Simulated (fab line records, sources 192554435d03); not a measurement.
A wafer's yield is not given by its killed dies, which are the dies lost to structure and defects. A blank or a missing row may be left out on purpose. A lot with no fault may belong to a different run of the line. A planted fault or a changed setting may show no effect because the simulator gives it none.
Lot-split experiment :: flow n5-finfet :: on a route of 1938 steps: 7 lots, 21 wafers read

== SPLIT DETAILS ==
At N5_DUMMY_GATE_PECVD_30 (deposits SiO2 from TEOS/O2, target thk 55 nm, time 10.8 s), the setting time-s was moved away from the recipe's 10.8 s on 7 of the 21 wafers read, by -11.3% to +3.8%. The other wafers ran this setting at the recipe's value.

== FROM THE SPLIT TO THE READING: what the file shows between them, 7 steps ==
- N5_DUMMY_GATE_COAT_28: time 60 s, resist thk 10 nm (also split here: spin-rpm)
- N5_DUMMY_GATE_COAT_09: resist thk 30 nm
- N5_DUMMY_GATE_EBR_11
- N5_DUMMY_GATE_ETCH_31: etches SiO2 in C4F6/O2, target depth 82.5 nm, time 27.5 s
- N5_DUMMY_GATE_STRIP_41: strips in O2
- N5_DUMMY_GATE_HM_OPEN_21: chemistry CH3F/O2, target SiNx, target depth 120 nm, time 171.4 s
- N5_DUMMY_GATE_ETCH_32: etches SiO2 in CF4, target depth 3.5 nm, time 3.9 s

== THE READING ==
SiO2_of_DUMMY_GATE_PECVD_30.thk-nm (the simulator's own value, which no gauge read), in nm, at N5_DUMMY_GATE_ETCH_23 (etches poly-Si in HBr/Cl2/O2, target depth 41 nm, time 22.3 s). The file does not state a usual value for it. The 14 wafers here that ran the recipe average 38.8 nm, standard deviation 0.79 nm.

wafer: L076.1
tool, chamber at the split: pecvd-04, 0
time-s as run, s: 10.14
against the recipe: -6.1%
SiO2_of_DUMMY_GATE_PECVD_30.thk-nm, nm: 36.4
against lot-mates on the recipe: -2.0

wafer: L076.2
tool, chamber at the split: pecvd-04, 2
time-s as run, s: 10.8
against the recipe: recipe
SiO2_of_DUMMY_GATE_PECVD_30.thk-nm, nm: 38.4
against lot-mates on the recipe: -

wafer: L076.5
tool, chamber at the split: pecvd-04, 1
time-s as run, s: 10.14
against the recipe: -6.1%
SiO2_of_DUMMY_GATE_PECVD_30.thk-nm, nm: 37
against lot-mates on the recipe: -1.4

wafer: L078.1
tool, chamber at the split: pecvd-04, 1
time-s as run, s: 11.21
against the recipe: +3.8%
SiO2_of_DUMMY_GATE_PECVD_30.thk-nm, nm: 40.4
against lot-mates on the recipe: +1.0

wafer: L078.3
tool, chamber at the split: pecvd-04, 0
time-s as run, s: 11.21
against the recipe: +3.8%
SiO2_of_DUMMY_GATE_PECVD_30.thk-nm, nm: 41.8
against lot-mates on the recipe: +2.4

wafer: L078.6
tool, chamber at the split: pecvd-04, 2
time-s as run, s: 10.8
against the recipe: recipe
SiO2_of_DUMMY_GATE_PECVD_30.thk-nm, nm: 39.4
against lot-mates on the recipe: -

wafer: L081.1
tool, chamber at the split: pecvd-01, 0
time-s as run, s: 10.8
against the recipe: recipe
SiO2_of_DUMMY_GATE_PECVD_30.thk-nm, nm: 38.6
against lot-mates on the recipe: -

wafer: L081.4
tool, chamber at the split: pecvd-01, 2
time-s as run, s: 10.8
against the recipe: recipe
SiO2_of_DUMMY_GATE_PECVD_30.thk-nm, nm: 40
against lot-mates on the recipe: -

wafer: L081.5
tool, chamber at the split: pecvd-01, 0
time-s as run, s: 10.8
against the recipe: recipe
SiO2_of_DUMMY_GATE_PECVD_30.thk-nm, nm: 39.4
against lot-mates on the recipe: -

wafer: L086.1
tool, chamber at the split: pecvd-03, 0
time-s as run, s: 10.8
against the recipe: recipe
SiO2_of_DUMMY_GATE_PECVD_30.thk-nm, nm: 39
against lot-mates on the recipe: -

wafer: L086.3
tool, chamber at the split: pecvd-03, 1
time-s as run, s: 10.39
against the recipe: -3.8%
SiO2_of_DUMMY_GATE_PECVD_30.thk-nm, nm: 35.6
against lot-mates on the recipe: -3.2

wafer: L086.6
tool, chamber at the split: pecvd-03, 2
time-s as run, s: 10.8
against the recipe: recipe
SiO2_of_DUMMY_GATE_PECVD_30.thk-nm, nm: 38.6
against lot-mates on the recipe: -

wafer: L093.1
tool, chamber at the split: pecvd-04, 0
time-s as run, s: 10.8
against the recipe: recipe
SiO2_of_DUMMY_GATE_PECVD_30.thk-nm, nm: 38.2
against lot-mates on the recipe: -

wafer: L093.5
tool, chamber at the split: pecvd-04, 2
time-s as run, s: 10.8
against the recipe: recipe
SiO2_of_DUMMY_GATE_PECVD_30.thk-nm, nm: 39.8
against lot-mates on the recipe: -

wafer: L093.6
tool, chamber at the split: pecvd-04, 0
time-s as run, s: 9.581
against the recipe: -11.3%
SiO2_of_DUMMY_GATE_PECVD_30.thk-nm, nm: 33.8
against lot-mates on the recipe: -5.2

wafer: L094.1
tool, chamber at the split: pecvd-03, 2
time-s as run, s: 10.8
against the recipe: recipe
SiO2_of_DUMMY_GATE_PECVD_30.thk-nm, nm: 37.6
against lot-mates on the recipe: -

wafer: L094.2
tool, chamber at the split: pecvd-03, 0
time-s as run, s: 10.17
against the recipe: -5.8%
SiO2_of_DUMMY_GATE_PECVD_30.thk-nm, nm: 35.6
against lot-mates on the recipe: -2.6

wafer: L094.6
tool, chamber at the split: pecvd-03, 2
time-s as run, s: 10.8
against the recipe: recipe
SiO2_of_DUMMY_GATE_PECVD_30.thk-nm, nm: 38.8
against lot-mates on the recipe: -

wafer: L095.2
tool, chamber at the split: pecvd-01, 2
time-s as run, s: 10.8
against the recipe: recipe
SiO2_of_DUMMY_GATE_PECVD_30.thk-nm, nm: 37.4
against lot-mates on the recipe: -

wafer: L095.3
tool, chamber at the split: pecvd-01, 0
time-s as run, s: 10.8
against the recipe: recipe
SiO2_of_DUMMY_GATE_PECVD_30.thk-nm, nm: 38.4
against lot-mates on the recipe: -

wafer: L095.4
tool, chamber at the split: pecvd-01, 2
time-s as run, s: 10.8
against the recipe: recipe
SiO2_of_DUMMY_GATE_PECVD_30.thk-nm, nm: 40
against lot-mates on the recipe: -

FIT RESULTS
A straight line over all 21 wafers: SiO2_of_DUMMY_GATE_PECVD_30.thk-nm changes by +0.473 nm for each +1% of time-s; r = +0.89; the points scatter about the line by 0.86 nm.
The same after taking each lot's own level away (the mean of its wafers on the recipe; 21 wafers): +0.428 nm for each +1%; r = +0.89; scatter 0.79 nm.
The reading moves by 4.8 nm for the largest change in time-s, on that fit.
Measured against the standard deviation above, the lots' own levels, which go from 38.20 to 39.40 nm, span 1.5 times it.
In other words, the slope is changed by the lot-to-lot level; the two fits disagree.
Check: for one of the wafers moved furthest among these (-11.3%), held out of the fit, the line's prediction against its lot-mates is -4.53 nm. It came out at -5.2 nm against them.

== ADDITIONAL SPLITS CARRIED BY THESE WAFERS ==
Other splits were also applied to these wafers ahead of the reading. Each is held against what the fit with the lots' levels taken away leaves over:
other split on the same wafers: N5_ZERO_LAYER_PECVD_02 time-s
wafers away from the commonest value: 7
r with SiO2_of_DUMMY_GATE_PECVD_30.thk-nm (lot level and that fit taken away): -0.07

other split on the same wafers: N5_WELL_APT_EXPOSE_05 dose-mj
wafers away from the commonest value: 7
r with SiO2_of_DUMMY_GATE_PECVD_30.thk-nm (lot level and that fit taken away): -0.15

other split on the same wafers: N5_WELL_APT_DEVELOP_07 develop-time-s
wafers away from the commonest value: 6
r with SiO2_of_DUMMY_GATE_PECVD_30.thk-nm (lot level and that fit taken away): +0.60

other split on the same wafers: N5_DUMMY_GATE_COAT_28 spin-rpm
wafers away from the commonest value: 5
r with SiO2_of_DUMMY_GATE_PECVD_30.thk-nm (lot level and that fit taken away): -0.10

== THE WHOLE CHAIN: every reading that the file lists as answering this split, in the file's order ==
step: N5_DUMMY_GATE_PECVD_30
what it does: deposits SiO2 from TEOS/O2, target thk 55 nm, time 10.8 s
reading: SiO2_of_DUMMY_GATE_PECVD_30.thk-nm (the simulator's own value, which no gauge read)
change (the file's fit): +0.478 nm for each +1% of the setting
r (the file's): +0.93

step: N5_DUMMY_GATE_HM_OPEN_21
what it does: chemistry CH3F/O2, target SiNx, target depth 120 nm, time 171.4 s
reading: SiO2_of_DUMMY_GATE_PECVD_30.thk-nm (the simulator's own value, which no gauge read)
change (the file's fit): +0.47 nm for each +1% of the setting
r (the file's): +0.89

step: N5_DUMMY_GATE_ETCH_32
what it does: etches SiO2 in CF4, target depth 3.5 nm, time 3.9 s
reading: SiO2_of_DUMMY_GATE_PECVD_30.thk-nm (the simulator's own value, which no gauge read)
change (the file's fit): +0.463 nm for each +1% of the setting
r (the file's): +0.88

step: N5_DUMMY_GATE_ETCH_23
what it does: etches poly-Si in HBr/Cl2/O2, target depth 41 nm, time 22.3 s
reading: SiO2_of_DUMMY_GATE_PECVD_30.thk-nm (the simulator's own value, which no gauge read)
change (the file's fit): +0.452 nm for each +1% of the setting
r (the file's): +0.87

== THE FILE'S OWN FIT ==
SiO2_of_DUMMY_GATE_PECVD_30.thk-nm changes by +0.452 nm for each +1% of time-s, r = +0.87.
